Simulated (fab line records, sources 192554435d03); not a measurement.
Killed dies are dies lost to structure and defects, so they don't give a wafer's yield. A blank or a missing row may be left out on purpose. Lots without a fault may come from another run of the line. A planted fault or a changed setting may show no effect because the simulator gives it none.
Chamber matching | flow n5_finfet | N5_GATE_CUT_HM_OPEN_40 on rie_diel-04: 4 sister chambers
The step chemistry C4F6/O2, target SiO2, target depth 139 nm, time 85.1 s. 4 wafers are shown with their chamber, then 10 later ones without.

WAFERS WITH THEIR CHAMBER
wafer  | chamber | drypump_motor_current_A (A)
L082.5 | 3       | 5.7
L084.2 | 2       | 5.6
L086.3 | 1       | 5.8
L086.5 | 0       | 5.1

WAFERS WITHOUT THEIR CHAMBER
wafer  | drypump_motor_current_A (A)
L086.6 | 5.8
L087.3 | 5.7
L087.4 | 5.9
L087.5 | 5.1
L093.1 | 5.9
L093.2 | 5.1
L093.5 | 5.1
L094.1 | 5.8
L094.2 | 5.6
L094.4 | 5.7

WHICH CHAMBER EACH WENT THROUGH
wafer  | from the rows above | in truth
L086.6 | 1                   | 1
L087.3 | 3                   | 3
L087.4 | 1                   | 1
L087.5 | 0                   | 0
L093.1 | 1                   | 1
L093.2 | 0                   | 0
L093.5 | 0                   | 0
L094.1 | 1                   | 1
L094.2 | 2                   | 2
L094.4 | 3                   | 3
Placed correctly: 10 of 10. Can't be placed from these rows: 0. Placed wrongly: 0.
How it was worked out, from the rows above alone: a wafer's distance from a chamber is the root of the sum, over the readings, of the square of ((its reading less the chamber's mean) divided by the reading's scatter). The wafer belongs to the nearest chamber; if the next one is less than 2 further off, it can't be placed. A chamber's mean is the mean of its shown wafers. The scatter: with one shown wafer a chamber, the root of the mean of the squares of how far each hidden wafer lies from its nearest shown one.
